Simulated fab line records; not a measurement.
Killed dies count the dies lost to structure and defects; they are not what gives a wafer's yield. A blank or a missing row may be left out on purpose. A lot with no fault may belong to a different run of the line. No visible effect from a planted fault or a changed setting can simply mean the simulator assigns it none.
fab line records	flow n5Finfet
record lots=4	wafers=12	lastDay=17
route steps=1938 shown BEOL_M7@1323 BEOL_M8@1332 PASSIVATION@1936
lots that met no fault: from a run of the same line without faults
startH: hours from the record's first day to the start of the lot's first wafer shown	waitH: time in hours since the lot's previous step	" the same as in the row above	L1.1+2: a row that stands for several wafers	- either no value or no given start	* or withheld: withheld	< > ~ a bound
route shown NAME@n: NAME is a module with steps in the file, n the number in the route of the first one	usual: mean/standard deviation of fault-free wafers	same: alike in all rows	chamber/n: place in a boat	sites: readings site by site	_std_site: their standard deviation	_edge_site: mean of outer sites minus mean of inner sites	radiusMm: how far each site lies from the wafer's centre	mask NAME#n: copy n	behind: the last tool/chamber to shape the wafer	hold: reason for holding the lot/hours on hold/outcome of the hold	device: the n, p or np transistor that did not switch	end of line: the route-end tests of the same wafers	a step with no rows: only its recipe	killed: count of dies lost to structure and defects at first sort (not the wafer's yield)	map: a wafer's dies, x killed, . not, _ none there
set.NAME: the run value of the setting; set.NAME@STEP: its run value at that earlier step	model.NAME: the simulator's own value behind a step, which no gauge read
lots at some steps of the route; a table a step, a row a wafer
services: from which hour (startH, from the record's first day; less than 0 if before it) a tool's chamber was out of use, for how many hours, and why
## steps
# step N5_BEOL_M7_SPUTTER_48
# recipe material=Cu	targetThkA=100	tempC=-20	biasV=60	powerW=26000	chamberPressurePa=0.13	timeS=1.667
# step N5_BEOL_M7_ECD_50
# recipe material=Cu	targetThkA=3000
# step N5_BEOL_M7_ANNEAL_51
# recipe tempC=225	timeS=90	ambient=N2
# step N5_BEOL_M7_CMP_52
# recipe stopOn=SiCOH_lowk	tOverpolishS=6.9	downForcePsi=1	platenRpm=50	clearingPlatenDownForcePsi=1.5	clearingPlatenRpm=50	postCmpClean=cuAlkaline	targetThkNm=80	clearingPlatenPadVelocityMS=0.99484	padVelocityMS=0.99484
# step N5_BEOL_M7_PRE_CLEAN_55
# recipe gas=NH3	timeS=15	tempC=withheld	rfPowerW=300
# step N5_BEOL_M7_DEP_56
# recipe material=SiCN	targetThkA=100	tempC=withheld	precursor=3MS/NH3	pressureTorr=3	rfW=202	timeS=17.5
# step N5_BEOL_M8_ILD_DEP_00
# recipe material=SiCOH_lowk	targetThkA=1797.5	tempC=300	precursor=DEMS/porogen	pressureTorr=5	rfW=500	timeS=33.4
# step N5_BEOL_M8_CURE_74
# recipe tempC=385	timeS=240	ambient=He/Ar	material=SiCOH_lowk
# step N5_BEOL_M8_PECVD_70
# recipe material=SiO2	targetThkA=200	tempC=400	precursor=TEOS/O2	pressureTorr=5.5	rfW=450	teosFlowSccm=53.8	gas=O2	flowSccm=3000	timeS=22.7
# usual heaterPowerW=667/84	showerheadPlenumPTorr=8.78/0.093	susceptorTempC=400.00/0.23	throttleValvePct=22.2/1.8
lot.wafer	tool	chamber	startH	waitH	heaterPowerW	showerheadPlenumPTorr	susceptorTempC	throttleValvePct	model.SiO2_of_BEOL_M8_PECVD_70.thkNm
L641.2	pecvd-01	0	212.79	0.0	740	8.92	399.92	21.7	20
L641.3	"	1	"	"	788	8.84	400.51	24.5	20.2
L641.6	"	0	"	"	747	8.93	399.97	21.5	20.6
L652.1	pecvd-01	1	275.30	0.0	807	8.84	-	24.3	15
L652.4	"	0	"	"	769	8.93	400.23	22.0	20.4
L652.5	"	1	"	"	805	8.84	399.81	24.2	20.4
L653.2	pecvd-01	1	293.60	0.0	857	8.84	400.28	24.3	20.2
L653.3	"	2	"	"	766	8.65	-	20.4	14.8
L653.4	"	0	"	"	664	8.93	400.09	22.0	20.2
L662.1	pecvd-04	1	333.55	0.0	658	8.80	399.81	22.3	19.8
L662.3	"	0	"	"	606	8.73	400.18	21.1	19.6
L662.6	"	2	"	"	588	8.79	400.40	22.2	20.2
# step N5_BEOL_M8_HM_DEP_02
# recipe material=TiN	targetThkA=200	tempC=25	chamberPressurePa=0.49996
# step N5_BEOL_M8_COAT_59
# recipe resist=SOC	tempC=250	timeS=60	spinRpm=1500	resistThkNm=100
# step N5_BEOL_M8_COAT_60
# recipe resist=SiARC	tempC=220	timeS=60	spinRpm=1500	resistThkNm=35
# step N5_BEOL_M8_COAT_05
# recipe resist=CAR-ArF	spinRpm=1500	resistThkNm=90
# step N5_BEOL_M8_EBR_07
# recipe solvent=PGMEA	ebrWidthMm=1.5
# step N5_BEOL_M8_SOFTBAKE_06
# recipe tempC=110	timeS=60	resist=CAR-ArF
# step N5_BEOL_M8_EXPOSE_08
# recipe maskId=M8	na=1.35	sourceShape=dipole	sigmaInner=0.817	sigmaOuter=0.97	polarization=te	doseMj=68.25
# step N5_BEOL_M8_PEB_09
# recipe pebTempC=withheld	pebTimeS=60	resist=CAR-ArF
# step N5_BEOL_M8_DEVELOP_10
# recipe developTimeS=30	developer=TMAH	resist=CAR-ArF	rinseLiquid=diw	dry=airSpin	devTempC=23
# step N5_BEOL_M8_DESCUM_16
# recipe chemistry=O2	timeS=7.9	sourcePowerW=50	biasPowerW=20	pressureMtorr=20	rfFrequencyHz=2.712e+07	tempC=40	resist=CAR-ArF	o2FlowSccm=225
# step N5_BEOL_M8_ETCH_61
# recipe chemistry=CF4	target=SiARC	targetDepthA=455	maskMaterial=CAR-ArF	timeS=75.8	ionEnergyEv=80	pressureMtorr=40	sourceW=545	biasW=36	Ar_flow_sccm=100	cf4FlowSccm=100	ends=cleared
# step N5_BEOL_M8_ETCH_62
# recipe chemistry=N2/H2	target=SOC	targetDepthA=1100	overetchA=220	maskMaterial=SiARC	tempC=40	timeS=165	ionEnergyEv=200	pressureMtorr=30	sourceW=840	biasW=150	n2FlowSccm=200	h2FlowSccm=200
# step N5_BEOL_M8_STRIP_68
# recipe chemistry=N2/H2	tempC=40	n2FlowSccm=200	h2FlowSccm=200	rfFrequencyHz=6e+07
# step N5_BEOL_M8_STRIP_67
# recipe chemistry=CF4	resist=SiARC	powerW=300	biasPowerW=75	pressureMtorr=50	cf4FlowSccm=150	rfFrequencyHz=6e+07
# step N5_BEOL_M8_HM_OPEN_17
# recipe chemistry=Cl2/BCl3	targetDepthA=200	overetchA=60	target=TiN	maskMaterial=SOC	ionEnergyEv=150	pressureMtorr=10	icpW=1000	biasW=126	Cl2_flow_sccm=53.25	bcl3FlowSccm=21.75	Ar_flow_sccm=25
# step N5_BEOL_M8_STRIP_19
# recipe chemistry=O2	powerW=400	tempC=40	pressureMtorr=30	rfFrequencyHz=6e+07	biasPowerW=0	overashFraction=0.2	o2FlowSccm=225
# step N5_BEOL_M8_COAT_63
# recipe resist=SOC	tempC=250	timeS=60	spinRpm=1500	resistThkNm=60
# step N5_BEOL_M8_COAT_64
# recipe resist=SiARC	tempC=220	timeS=60	spinRpm=1500	resistThkNm=12
# step N5_BEOL_M8_COAT_71
# recipe resist=underlayer	tempC=205	timeS=60	spinRpm=1500	resistThkNm=5
# step N5_BEOL_M8_COAT_22
# recipe resist=CAR-EUV	spinRpm=1500	resistThkNm=30
# step N5_BEOL_M8_EBR_24
# recipe solvent=PGMEA	ebrWidthMm=1.5
# step N5_BEOL_M8_SOFTBAKE_23
# recipe tempC=110	timeS=60	resist=CAR-EUV
# step N5_BEOL_M8_EXPOSE_25
# recipe maskId=V7	na=0.33	sourceShape=annular	sigmaInner=0.4	sigmaOuter=0.8	polarization=unpolarized	targetCdNm=40	doseMj=42.5
# step N5_BEOL_M8_PEB_26
# recipe pebTempC=100	pebTimeS=60	resist=CAR-EUV
# step N5_BEOL_M8_DEVELOP_27
# recipe developTimeS=30	developer=TMAH	resist=CAR-EUV	rinseLiquid=surfactantRinse	dry=airSpin	devTempC=23
# step N5_BEOL_M8_HM_STRIP_39
# recipe chemistry=peroxideTinStrip	material=TiN	targetDepthA=250	tempC=50	timeS=158
# usual bathHeatDutyPct=6.8/0.9
lot.wafer	tool	chamber	startH	waitH	bathHeatDutyPct	model.SiO2_of_BEOL_M8_PECVD_70.thkNm
L641.2	wetBench-02	1	216.76	0.0	6.4	20
L641.3	"	7	"	"	6.8	20
L641.6	"	6	"	"	8.0	20.4
L652.1	wetBench-06	5	286.16	0.0	8.1	14.8
L652.4	"	4	"	"	6.0	20.2
L652.5	"	7	"	"	6.2	20.2
L653.2	wetBench-02	3	295.95	0.0	5.7	20.2
L653.3	"	6	"	"	7.9	14.6
L653.4	"	1	"	"	4.7	20
L662.1	wetBench-02	2	337.60	0.0	6.3	19.6
L662.3	"	7	"	"	6.4	19.4
L662.6	"	4	"	"	5.5	20
# step N5_BEOL_M8_CMP_52
# recipe stopOn=SiCOH_lowk	tOverpolishS=6.9	downForcePsi=1	platenRpm=50	clearingPlatenDownForcePsi=1.5	clearingPlatenRpm=50	postCmpClean=cuAlkaline	targetThkNm=80	clearingPlatenPadVelocityMS=0.99484	padVelocityMS=0.99484
# usual barrierFieldEndpointS=29.2/0.76	motorCurrentA=6.0/0.39
lot.wafer	tool	chamber	startH	waitH	barrierFieldEndpointS	motorCurrentA
L641.3	cmp-03	2	220.09	0.2	28.6	5.9
L641.2	"	1	"	"	29.3	6.4
L641.6	"	3	"	"	29.5	6.3
L652.1	cmp-01	1	288.53	0.3	22.8	6.1
L652.4	"	2	"	"	29.7	5.6
L652.5	"	3	"	"	29.7	5.9
L653.4	cmp-01	2	299.04	0.1	28.6	5.6
L653.3	"	3	"	"	21.9	5.6
L653.2	"	1	"	"	28.3	6.2
L662.1	cmp-03	0	340.07	0.3	28.2	6.3
L662.3	"	3	"	"	28.1	6.5
L662.6	"	0	"	"	29.2	6.0
# step N5_PASSIVATION_PROBE_49
# usual defectLimitedYield=91.3/1.5	killed_at_M0_to_M3=35/8.7	killed_at_M4_up=14/5.5	killedAtContacts=11/5.6	killedAtFrontEnd=39/13	killedAtOther=3.7/2.2	killedDies=103/18	killedOpen=69/14	killedShort=33/7.8	sort_bin_4_leakage=0.02/0.15	sort_bin_5_function=5.1/0.99	sort_bin_6_memory=3.3/0.67	sortNPass=1077/18	sortYieldPct=91.2/1.5
# same grossDies=1180	killedAtBackSide=0	sort_bin_8_speed[%]=0
lot.wafer	tool	chamber	startH	waitH	defectLimitedYield[%]	killed_at_M0_to_M3	killed_at_M4_up	killedAtContacts	killedAtFrontEnd	killedAtOther	killedDies	killedOpen	killedShort	sort_bin_4_leakage[%]	sort_bin_5_function[%]	sort_bin_6_memory[%]	sortNPass	sortYieldPct[%]
L641.2	prober-02	-	286.78	0.1	88.9	33	8	10	79	1	131	90	40	0	6.2	4.7	1049	88.9
L641.3	prober-02	-	286.83	0.1	91.5	22	13	16	47	2	100	77	21	0	5.3	2.9	1080	91.5
L641.6	prober-02	-	286.98	0.3	90.8	19	14	14	56	5	108	68	39	0	4.7	4.0	1072	90.8
L652.1	prober-02	-	356.06	0.0	89.2	39	12	14	59	3	127	95	32	0.25	6.9	3.4	1050	89.0
L652.4	prober-02	-	356.21	0.2	88.4	34	19	22	59	3	137	95	42	0	7.4	4.0	1043	88.4
L652.5	prober-02	-	356.26	0.2	88.6	29	15	20	65	6	135	88	47	0	6.9	4.3	1045	88.6
L653.2	prober-02	-	359.63	0.1	90.8	30	19	18	37	5	109	65	44	0	6.1	2.9	1071	90.8
L653.3	prober-02	-	359.68	0.1	91.0	36	12	16	41	1	106	65	41	0	4.7	4.0	1074	91.0
L653.4	prober-02	-	359.73	0.2	89.5	48	28	14	30	4	124	84	40	0	6.1	4.3	1056	89.5
L662.1	prober-02	-	415.37	0.0	93.1	26	19	5	28	4	82	60	21	0	4.3	2.5	1098	93.1
L662.3	prober-02	-	415.47	0.1	91.1	35	19	16	30	5	105	72	33	0	5.3	3.1	1075	91.1
L662.6	prober-02	-	415.62	0.3	90.9	25	21	18	36	7	107	76	29	0	5.1	3.5	1073	90.9
# killed by level:class
L641.2 FIN_SAQP:geometricParticle:open=21 FIN_SAQP:geometricParticle:short=18 STI_FIN_REVEAL:geometricParticle:open=16 BEOL_M0_SAQP:geometricParticle:short=11 BEOL_M2:geometricParticle:open=9 DUMMY_GATE:geometricParticle:open=9 MOL_CONTACT_COAG:geometricParticle:open=8 BEOL_M0_SAQP:geometricParticle:open=8
L641.3 STI_FIN_REVEAL:geometricParticle:open=16 MOL_CONTACT_COAG:geometricParticle:open=13 FIN_SAQP:geometricParticle:open=11 FIN_SAQP:geometricParticle:short=9 BEOL_M2:geometricParticle:open=7 BEOL_M0_SAQP:geometricParticle:open=7 BEOL_M0_SAQP:geometricParticle:short=4 BEOL_M4:geometricParticle:open=4
L641.6 FIN_SAQP:geometricParticle:open=12 MOL_CONTACT_COAG:geometricParticle:open=11 STI_FIN_REVEAL:geometricParticle:open=9 FIN_SAQP:geometricParticle:short=8 GATE_CUT:geometricParticle:short=8 STI_FIN_REVEAL:geometricParticle:short=6 BEOL_M1:geometricParticle:open=6 BEOL_M2:geometricParticle:open=5
L652.1 STI_FIN_REVEAL:geometricParticle:open=27 MOL_CONTACT_COAG:geometricParticle:open=13 BEOL_M3:geometricParticle:open=12 BEOL_M0_SAQP:geometricParticle:short=12 BEOL_M4:geometricParticle:open=9 FIN_SAQP:geometricParticle:open=6 BEOL_M1:geometricParticle:open=6 FIN_SAQP:geometricParticle:short=5
L652.4 STI_FIN_REVEAL:geometricParticle:open=23 FIN_SAQP:geometricParticle:open=18 MOL_CONTACT_COAG:geometricParticle:open=14 BEOL_M4:geometricParticle:open=13 BEOL_M0_SAQP:geometricParticle:short=12 MOL_CONTACT_COAG:geometricParticle:short=8 BEOL_M3:geometricParticle:open=7 BEOL_M0_SAQP:geometricParticle:open=7
L652.5 FIN_SAQP:geometricParticle:open=19 STI_FIN_REVEAL:geometricParticle:open=14 MOL_CONTACT_COAG:geometricParticle:open=14 FIN_SAQP:geometricParticle:short=13 BEOL_M1:geometricParticle:open=8 BEOL_M4:geometricParticle:open=8 MOL_CONTACT_COAG:geometricParticle:short=6 BEOL_M0:geometricParticle:open=5
L653.2 MOL_CONTACT_COAG:geometricParticle:open=13 BEOL_M0_SAQP:geometricParticle:short=11 BEOL_M4:geometricParticle:open=10 FIN_SAQP:geometricParticle:short=9 FIN_SAQP:geometricParticle:open=7 BEOL_M0_SAQP:geometricParticle:open=7 DUMMY_GATE:geometricParticle:open=5 MOL_CONTACT_COAG:geometricParticle:short=5
L653.3 FIN_SAQP:geometricParticle:short=12 MOL_CONTACT_COAG:geometricParticle:open=12 FIN_SAQP:geometricParticle:open=11 BEOL_M0_SAQP:geometricParticle:short=11 BEOL_M0_SAQP:geometricParticle:open=9 BEOL_M3:geometricParticle:open=7 BEOL_M4:geometricParticle:open=6 MOL_CONTACT_COAG:geometricParticle:short=4
L653.4 BEOL_M4:geometricParticle:open=18 MOL_CONTACT_COAG:geometricParticle:open=14 BEOL_M3:geometricParticle:open=9 BEOL_M0_SAQP:geometricParticle:open=8 BEOL_M0_SAQP:geometricParticle:short=8 FIN_SAQP:geometricParticle:short=7 FIN_SAQP:geometricParticle:open=7 BEOL_M1:geometricParticle:open=7
L662.1 BEOL_M4:geometricParticle:open=12 STI_FIN_REVEAL:geometricParticle:open=7 BEOL_M0_SAQP:geometricParticle:open=6 BEOL_M0_SAQP:geometricParticle:short=5 BEOL_M1:geometricParticle:open=5 FIN_SAQP:geometricParticle:open=4 DUMMY_GATE:geometricParticle:open=4 MOL_CONTACT_COAG:geometricParticle:open=3
L662.3 MOL_CONTACT_COAG:geometricParticle:open=13 BEOL_M3:geometricParticle:open=8 GATE_CUT:geometricParticle:short=8 BEOL_M0_SAQP:geometricParticle:open=8 BEOL_M4:geometricParticle:open=8 BEOL_M0_SAQP:geometricParticle:short=7 STI_FIN_REVEAL:geometricParticle:open=6 BEOL_M1:geometricParticle:open=5
L662.6 STI_FIN_REVEAL:geometricParticle:open=19 BEOL_M4:geometricParticle:open=11 MOL_CONTACT_COAG:geometricParticle:open=11 DUMMY_GATE:geometricParticle:open=7 MOL_CONTACT_COAG:geometricParticle:short=7 BEOL_M3:geometricParticle:open=7 BEOL_M5:geometricParticle:open=5 BEOL_M0_SAQP:geometricParticle:short=5
## services
tool	chamber	startH	hours	kind
cmp-01	-	189.80	1.9	repair
pecvd-01	0	193.17	7.0	repair
cmp-01	-	193.31	2.1	repair
pecvd-01	2	202.38	-	clean
pecvd-01	2	202.38	-	consumableReplace:showerhead
pecvd-01	2	202.38	29.0	scheduledDown
pecvd-01	2	202.38	29.0	ventCycle
pecvd-04	0	213.15	5.5	scheduledDown
pecvd-04	-	216.52	1.1	repair
cmp-03	-	221.66	4.0	pm
cmp-03	-	225.66	-	consumableReplace:conditioner
cmp-03	-	225.66	-	consumableReplace:pad
pecvd-04	0	230.12	17.9	repair
cmp-03	-	248.75	2.2	repair
cmp-03	-	265.83	7.2	pm
pecvd-01	-	270.76	0.9	repair
cmp-03	-	278.20	0.8	repair
cmp-01	-	291.90	4.0	pm
cmp-01	-	295.90	-	consumableReplace:conditioner
cmp-01	-	295.90	-	consumableReplace:pad
pecvd-04	1	317.12	3.5	repair
pecvd-01	1	328.19	2.1	scheduledDown
pecvd-01	1	335.67	5.5	scheduledDown
## key
firstSign step=N5_BEOL_M8_CMP_52	reading=barrierFieldEndpointS	direction=down	sigmas=8.9	usual=29.2	struck=22.4
effect none on later readings
modelEffect step=N5_BEOL_M8_PECVD_70	value=SiO2_of_BEOL_M8_PECVD_70.thkNm	without=20.1	struck=14.9
modelEffect step=N5_BEOL_M8_HM_STRIP_39	value=SiO2_of_BEOL_M8_PECVD_70.thkNm	without=19.9	struck=14.7
metAt N5_BEOL_M8_PECVD_70
struckWafers L652.1,L653.3
onsetBetween 212.79 275.30
fault kind=processParameterDrift	tool=pecvd-01	chamber=-	onsetH=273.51	steps=N5_BEOL_M8_PECVD_70	channel=timeS	offset=*	shape=step	endH=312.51	scope=struckWafersOnly	actsIn=*	stated=*
